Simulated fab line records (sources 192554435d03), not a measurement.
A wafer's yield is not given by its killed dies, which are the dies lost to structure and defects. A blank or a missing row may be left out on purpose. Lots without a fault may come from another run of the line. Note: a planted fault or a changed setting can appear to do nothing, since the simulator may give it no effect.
fab line records	flow n5-finfet
[record] lots = 3	wafers = 8	last-day = 16
route steps=1938 shown MOL_CONTACT_COAG@605 BEOL_M0_SAQP@632 BEOL_M4@1111 PASSIVATION@1936
lots that met no fault: taken from a fault-free run of the same line
start-h: the number of hours between the record's first day and the start of the first shown wafer of the lot	wait-h: hours elapsed since this lot's preceding step	" unchanged from the row above	L1.1+2: one row covering several wafers at once	- either no value or no given start	* or withheld: withheld	< > ~ a bound
route shown NAME@n: names a module that has steps shown in the file, with the first one's number in the route	usual: mean/standard deviation of fault-free wafers	same: alike in all rows	chamber/n: place in a boat	sites: readings site by site	_std_site: the values' standard deviation	_edge_site: mean of outer sites minus mean of inner sites	radius-mm: for every site, how far away it sits from the centre of the wafer	mask NAME#n: copy n	behind: tool/chamber where the wafer was last shaped	hold: reason for holding the lot/hours on hold/outcome of the hold	device: whichever transistor did not switch (one of n, p or np)	end of line: tests of these same wafers at the route's end	where a step has no rows: the recipe by itself	killed: not the wafer's yield, but the dies lost to structure and defects at the first sort	map: a wafer's dies, marking killed ones x, the rest . and places with no die _
set.NAME: the setting that was run; set.NAME@STEP: the one run at that earlier step	model.NAME: the simulator's own value behind a step, which no gauge read
lots at some steps of the route; a table a step, a row a wafer
services: from which hour (start-h, from the record's first day; less than 0 if before it) a tool's chamber was out of use, for how many hours, and why
[[steps]]
[step N5_MOL_CONTACT_COAG_DESCUM_45]
[recipe] chemistry = O2	time-s = 7	source-power-w = 50	bias-power-w = 20	pressure-mtorr = 20	rf-frequency-hz = 2.712e+07	temp-c = 40	resist = CAR-EUV	o2-flow-sccm = 225
[step N5_MOL_CONTACT_COAG_ETCH_65]
[recipe] chemistry = N2/H2	target = underlayer	target-depth-a = 130	mask-material = CAR-EUV	time-s = 10.4	ion-energy-ev = 200	pressure-mtorr = 30	source-w = 840	bias-w = 150	n2-flow-sccm = 200	h2-flow-sccm = 200	ends = cleared
[step N5_MOL_CONTACT_COAG_ETCH_66]
[recipe] chemistry = CF4	target = SiARC	target-depth-a = 130	mask-material = CAR-EUV	time-s = 21.7	ion-energy-ev = 80	pressure-mtorr = 40	source-w = 545	bias-w = 36	Ar_flow_sccm = 100	cf4-flow-sccm = 100	ends = cleared
[step N5_MOL_CONTACT_COAG_ALD_133]
[recipe] material = SiO2	target-thk-a = 50	temp-c = 100	ald-precursor-family = BDEAS	ald-co-reactant = O2-plasma	pulse-time-s = 1	co-reactant-pulse-time-s = 1	purge-time-s = 2	co-reactant-purge-time-s = 2	ald-cycles = 35	pressure-torr = 2
[step N5_MOL_CONTACT_COAG_ETCHBACK_134]
[recipe] chemistry = CHF3	target = SiO2	target-depth-a = 100	time-s = 6.7	ion-energy-ev = 200	pressure-mtorr = 30	source-w = 610	bias-w = 170	Ar_flow_sccm = 200	CHF3_flow_sccm = 50
[step N5_MOL_CONTACT_COAG_ETCH_67]
[recipe] chemistry = N2/H2	target = SOC	target-depth-a = 600	overetch-a = 210	mask-material = SiARC	temp-c = 40	time-s = 101.2	ion-energy-ev = 200	pressure-mtorr = 30	source-w = 840	bias-w = 150	n2-flow-sccm = 200	h2-flow-sccm = 200
[step N5_MOL_CONTACT_COAG_STRIP_68]
[recipe] chemistry = N2/H2	temp-c = 40	n2-flow-sccm = 200	h2-flow-sccm = 200	rf-frequency-hz = 6e+07
[step N5_MOL_CONTACT_COAG_STRIP_69]
[recipe] chemistry = N2/H2	temp-c = 40	n2-flow-sccm = 200	h2-flow-sccm = 200	rf-frequency-hz = 6e+07
[step N5_MOL_CONTACT_COAG_ETCHBACK_136]
[recipe] chemistry = CHF3	target = SiO2	target-depth-a = 250	time-s = 16.7	ion-energy-ev = 200	pressure-mtorr = 30	source-w = 610	bias-w = 170	Ar_flow_sccm = 200	CHF3_flow_sccm = 50
[step N5_MOL_CONTACT_COAG_STRIP_120]
[recipe] chemistry = CHF3	resist = SiARC	rf-frequency-hz = 6e+07
[step N5_MOL_CONTACT_COAG_VIA_ETCH_117]
[recipe] chemistry = C4F6/O2	target-depth-a = 400	overetch-a = 80	mask-material = SOC	target = SiO2	bias-w = 455	pressure-mtorr = 10	time-s = 26	source-w = 325	Ar_flow_sccm = 300	C4F6_flow_sccm = 10	O2_flow_sccm = 10	ion-energy-ev = 575.3	ends = end-point
[step N5_MOL_CONTACT_COAG_ETCH_124]
[recipe] chemistry = CH3F/O2	target = SiNx	target-depth-a = 65	mask-material = SOC	stop-on = SiOC	over-etch-frac = 0.3	ion-energy-ev = 120	pressure-mtorr = 30	source-w = 395	bias-w = 73	Ar_flow_sccm = 150	CH3F_flow_sccm = 30	O2_flow_sccm = 20	ends = end-point
[step N5_MOL_CONTACT_COAG_ETCH_48]
[recipe] chemistry = C4F6/O2	target-depth-a = 150	overetch-a = 45	mask-material = SOC	target = SiOC	bias-w = 465	pressure-mtorr = 10	time-s = 17	source-w = 335	Ar_flow_sccm = 300	C4F6_flow_sccm = 10	O2_flow_sccm = 10	ion-energy-ev = 576
[usual] drypump-motor-current-A = 5.48/0.29	oes-product-au = 0.68/0.073	rf-vpp-V = 1586/21	showerhead-plenum-p-Torr = 2.87/0.07	throttle-valve-pct = 40.57/0.14
lot.wafer	tool	chamber	start-h	wait-h	drypump-motor-current-A	oes-product-au	rf-hours-counter-h	rf-vpp-V	showerhead-plenum-p-Torr	throttle-valve-pct	model.SOC_of_MOL_CONTACT_COAG_COAT_62.thk-nm
L970.1	rie-diel-04	1	111.08	0.0	5.39	0.80	9	1561	2.79	40.65	45.4
L970.4	"	0	"	"	5.75	0.61	197	1578	2.81	40.50	45.6
L970.6	"	1	"	"	5.39	0.86	-	1561	2.79	40.65	45.4
L974.1	rie-diel-02	3	144.56	0.0	5.08	0.62	163	1600	2.95	40.32	45.8
L974.4	"	2	"	"	5.50	0.61	-	1619	2.83	40.57	45.8
L974.5	"	0	"	"	5.67	0.56	-	1593	2.91	40.75	45.4
L981.5	rie-diel-04	0	183.46	0.0	5.76	0.58	-	1577	2.80	40.50	45.8
L981.6	"	1	"	"	5.45	0.77	-	1559	2.78	40.65	46
[step N5_MOL_CONTACT_COAG_STRIP_72]
[recipe] chemistry = N2/H2	power-w = 450	temp-c = 40	pressure-mtorr = 20	rf-frequency-hz = 6e+07	overash-fraction = 3	bias-power-w = 7	h2-frac = 0.5	n2-flow-sccm = 200	h2-flow-sccm = 200
[step N5_MOL_CONTACT_COAG_STRIP_49]
[recipe] chemistry = N2/H2	time-s = 30	power-w = 1000	temp-c = 250	pressure-mtorr = withheld	n2-flow-sccm = 1750	h2-flow-sccm = 3250
[step N5_MOL_CONTACT_COAG_PRECLEAN_138]
[recipe] chemistry = alkaline-clean	temp-c = 60	time-s = 60	do-ppb = 50
[step N5_MOL_CONTACT_COAG_SRD_139]
[recipe] dry = ipa-marangoni	time-s = 30	temp-c = 23	rinse-liquid = diw
[step N5_MOL_CONTACT_COAG_PRE_CLEAN_121]
[recipe] gas = H2/He	time-s = *	temp-c = withheld
[step N5_MOL_CONTACT_COAG_CVD_140]
[recipe] material = W	target-thk-a = 665	mode = selective-fill	temp-c = 300	time-s = 215
[step N5_MOL_CONTACT_COAG_PRECLEAN_127]
[recipe] chemistry = DIW	time-s = 57.5	temp-c = 23
[step N5_MOL_CONTACT_COAG_SRD_128]
[recipe] dry-time-s = 32	dry = n2-spin	spin-rpm = 1500
[step N5_MOL_CONTACT_COAG_CMP_52]
[recipe] stop-on = SiO2	t-overpolish-s = 1.5	post-cmp-clean = w-dilute-nh4oh	down-force-psi = 4	platen-rpm = 50.289	pad-velocity-m-s = 1.0006	target-thk-nm = 66.5
[step N5_MOL_CONTACT_COAG_ANNEAL_112]
[recipe] temp-c = 400	time-s = 1800	ambient = HPD2	pressure-atm = 10
[step N5_BEOL_M0_SAQP_PECVD_00]
[recipe] material = SiCN	target-thk-a = 80	temp-c = withheld	precursor = 3MS/NH3	pressure-torr = 3	rf-w = 202	time-s = 14
[step N5_BEOL_M0_SAQP_ILD_DEP_01]
[recipe] material = SiOC	target-thk-a = 454.19	temp-c = 350	precursor = DEMS/O2	pressure-torr = 5	rf-w = 500	time-s = 8.7
[step N5_BEOL_M0_SAQP_HM_DEP_02]
[recipe] material = TiN	target-thk-a = 120	temp-c = 25	chamber-pressure-pa = 0.49996
[step N5_BEOL_M0_SAQP_PECVD_03]
[recipe] material = SiCN	target-thk-a = 120	temp-c = withheld	precursor = 3MS/NH3	pressure-torr = 3	rf-w = 202	time-s = 21.1
[step N5_BEOL_M0_SAQP_PECVD_96]
[recipe] material = a-Si	target-thk-a = 450	temp-c = 350	precursor = SiH4/He	pressure-torr = 3	rf-w = 100	time-s = 45.2
[step N5_BEOL_M0_SAQP_PECVD_97]
[recipe] material = SiNx	target-thk-a = 230	temp-c = 350	precursor = SiH4/NH3/N2	pressure-torr = 1.5	rf-w = 300	time-s = 19.9
[step N5_BEOL_M0_SAQP_PECVD_04]
[recipe] material = a-Si	target-thk-a = 600	temp-c = 350	precursor = SiH4/He	pressure-torr = 3	rf-w = 100	time-s = 60.2
[step N5_BEOL_M0_SAQP_HM_DEP_111]
[recipe] material = SiO2	target-thk-a = 120	temp-c = 400	precursor = SiH4/N2O	pressure-torr = 0.75	rf-w = 275	time-s = 7.2
[step N5_BEOL_M0_SAQP_COAT_81]
[recipe] resist = SOC	temp-c = 250	time-s = 60	spin-rpm = 1500	resist-thk-nm = 100
[step N5_BEOL_M0_SAQP_COAT_82]
[recipe] resist = SiARC	temp-c = 220	time-s = 60	spin-rpm = 1500	resist-thk-nm = 30
[step N5_BEOL_M0_SAQP_COAT_08]
[recipe] resist = CAR-ArF	spin-rpm = 1500	resist-thk-nm = 90
[step N5_BEOL_M0_SAQP_EBR_10]
[recipe] solvent = PGMEA	ebr-width-mm = 1.5
[step N5_BEOL_M0_SAQP_SOFTBAKE_09]
[recipe] temp-c = 110	time-s = 60	resist = CAR-ArF
[step N5_BEOL_M0_SAQP_EXPOSE_11]
[recipe] mask-id = M0_CORE	na = 1.35	source-shape = dipole	sigma-inner = 0.538	sigma-outer = 0.738	polarization = te	target-cd-nm = 42	dose-mj = 55
[step N5_BEOL_M4_RC_MEAS_101]
[usual] DIBL_N = 36.2/1.2	DIBL_P = 36.3/1.3	IOFF_N = 0.155/0.019	IOFF_P = 0.210/0.029	ION_N = 677/8.6	ION_P = 465/6.8	SS_N = 71.4/0.48	SS_P = 73.2/0.53	VT_N = 249.9/2.4	VT_P = -250/3.2
lot.wafer	tool	chamber	start-h	wait-h	DIBL_N[mV/V]	DIBL_P[mV/V]	IOFF_N[nA/um]	IOFF_P[nA/um]	ION_N[uA/um]	ION_P[uA/um]	SS_N[mV/dec]	SS_P[mV/dec]	VT_N[mV]	VT_P[mV]
L970.1	prober-02	0	164.41	0.0	37.0	38.1	0.186	0.255	703	479	71.3	74.4	242.8	-246
L970.4	"	0	"	"	36.0	36.2	0.160	0.230	678	470	71.3	73.4	245.2	-247
L970.6	"	0	"	"	34.6	34.7	0.137	0.204	680	469	70.7	73.1	250.8	-249
L974.1	prober-02	0	216.13	0.0	34.9	35.8	0.154	0.217	693	471	71.2	72.6	249.1	-247
L974.4	"	0	"	"	34.4	34.1	0.138	0.199	679	464	71.4	73.3	249.7	-249
L974.5	"	0	"	"	36.1	37.7	0.175	0.253	686	480	71.2	73.4	246.2	-248
L981.5	prober-01	0	268.66	0.6	39.4	38.0	0.196	0.252	681	469	71.9	73.3	247.5	-245
L981.6	"	0	"	"	36.6	35.2	0.147	0.206	686	472	71.2	72.7	247.4	-248
[step N5_PASSIVATION_PROBE_49]
[usual] defect-limited-yield = 91.2/1.4	killed_at_M0_to_M3 = 34/10	killed_at_M4_up = 13/5.1	killed-at-contacts = 12/6.5	killed-at-front-end = 41/11	killed-at-other = 4/3.3	killed-dies = 104/16	killed-open = 69/13	killed-short = 33/7	sort_bin_5_function = 5.1/0.91	sort_bin_6_memory = 3.3/0.69	sort-n-pass = 1076/16	sort-yield-pct = 91.2/1.4
[same] gross-dies = 1180	killed-at-back-side = 0	sort_bin_4_leakage[%] = 0	sort_bin_8_speed[%] = 0
lot.wafer	tool	chamber	start-h	wait-h	defect-limited-yield[%]	killed_at_M0_to_M3	killed_at_M4_up	killed-at-contacts	killed-at-front-end	killed-at-other	killed-dies	killed-open	killed-short	sort_bin_5_function[%]	sort_bin_6_memory[%]	sort-n-pass	sort-yield-pct[%]
L974.1	prober-01	-	319.85	0.0	89.9	40	19	24	35	1	119	83	35	6.1	3.6	1061	89.9
L981.6	prober-01	-	372.25	0.3	86.5	34	11	66	45	3	159	64	36	9.5	3.5	1021	86.5
// killed by level:class
L974.1 MOL_CONTACT_COAG:geometric-particle:open=18 BEOL_M4:geometric-particle:open=14 STI_FIN_REVEAL:geometric-particle:open=9 BEOL_M2:geometric-particle:open=9 BEOL_M1:geometric-particle:open=8 FIN_SAQP:geometric-particle:open=6 MOL_CONTACT_COAG:geometric-particle:short=6 BEOL_M0_SAQP:geometric-particle:open=6
L981.6 MOL_CONTACT_COAG:area-etch=58 STI_FIN_REVEAL:geometric-particle:open=14 FIN_SAQP:geometric-particle:short=8 BEOL_M3:geometric-particle:open=7 MOL_CONTACT_COAG:geometric-particle:open=6 STI_FIN_REVEAL:geometric-particle:short=5 BEOL_M6:geometric-particle:open=5 FIN_SAQP:geometric-particle:open=4
// map L981.6 (x killed, . not)
_________________...x........________________
______________x.....x.....xx...._____________
___________.x......................__________
__________............x............._________
________.....xxx....x.....x..........._______
_______................x...............______
______.x...xxx......x..................x_____
_____.......x...x.............x.xx....x..____
____.x..x.......x................x........___
___..................................x.....__
___..................x............x........__
__................xx..x.......x.x..........._
__..............x.xx.....x...x.....x........_
_xx..x....x....x...x.xx.......x..........x...
_.....................x..x...................
_x......x......x..xx.x.....x......x..........
_............xx.x..x..x..x...................
_......xx.x.....xx.....x.......x..........x..
_x...x.......x.xx...xx...............x.......
_.....x................x.....................
_.....x......xxx.x.x.................x.....xx
__.............xxxx......................x.._
__....x.....x.xx.x...x.x....xx...x..xx......_
___..............x.xxx.........x...........__
___................xx..........x.....x...xx__
____x........x.....x..xx...........x....x.___
_____x....x.........x.x......x.....x.....____
______.x...........................x...._____
_______...x..x.......xxx....x..........______
________...x..........x............x.._______
__________.x..x.x....x.............x_________
___________......x.x............x..__________
______________..........x......._____________
_________________....x..x....________________
// map L970.4 (x killed, . not)
_________________...x........________________
______________............x..x.x_____________
___________...................x..x.__________
__________.x......x...x............._________
________x.......x....................._______
_______.....x...x..............x.....x.______
______...x.x...x..x..x...x....x........._____
_____...........x......x...........x.....____
____..x...........x...................x...___
___.......x..........x.....x..x.....x......__
___.....x.......x....x...........x....x....__
__........x......................x.........x_
__........x....x..........x......x.........._
_............x...x..........x............x...
_........x..x.............................x..
_............x.................x....x..x.x...
_x..x.......x........x........x.xx..x.x...x..
_....x.x..x...........x.......x............x.
_x.............x...x........x....x...x.x.x...
_x...........x........................xx.....
_.....................x...x......x.x.........
__...............x...............x.......x.._
__x.....x..............x....xx.........x...._
___......................x.......x.x.......__
___................x.x.....................__
____x................x...x.......x......x.___
_____.........x....x.....................____
______.x....x........x.x...x.....x......_____
_______...x.......x...............x..x.______
________....x..x......................_______
__________.......x....x..x....x....._________
___________...xx...x...............__________
______________............x....._____________
_________________xx..........________________
[[services]]
tool	chamber	start-h	hours	kind
rie-diel-04	-	89.16	0.4	repair
rie-diel-02	0	113.52	7.3	repair
rie-diel-02	1	137.28	9.5	repair
rie-diel-04	3	144.66	14.2	repair
rie-diel-02	-	159.50	1.4	repair
[[key]]
[first-sign] step = N5_PASSIVATION_PROBE_49	reading = killed-at-contacts	direction = up	sigmas = 8.3	usual = 12	struck = 66
[effect] step = N5_PASSIVATION_PROBE_49	reading = sort_bin_5_function	direction = up	sigmas = 4.8	usual = 5.1	struck = 9.5
[model-effect] step = N5_MOL_CONTACT_COAG_ETCH_48	value = SOC_of_MOL_CONTACT_COAG_COAT_62.thk-nm	without = 45.4	struck = 46
[more-kills-born-at] N5_MOL_CONTACT_COAG_ETCH_48@rie-diel-04 = 58
met-at N5_MOL_CONTACT_COAG_ETCH_48
struck-wafers L981.6
onset-between 111.08 183.46
[fault] kind = process-parameter-drift	tool = rie-diel-04	chamber = -	onset-h = 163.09	steps = N5_MOL_CONTACT_COAG_ETCH_48	channel = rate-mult	offset = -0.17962	shape = step	end-h = 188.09	scope = struck-wafers-only
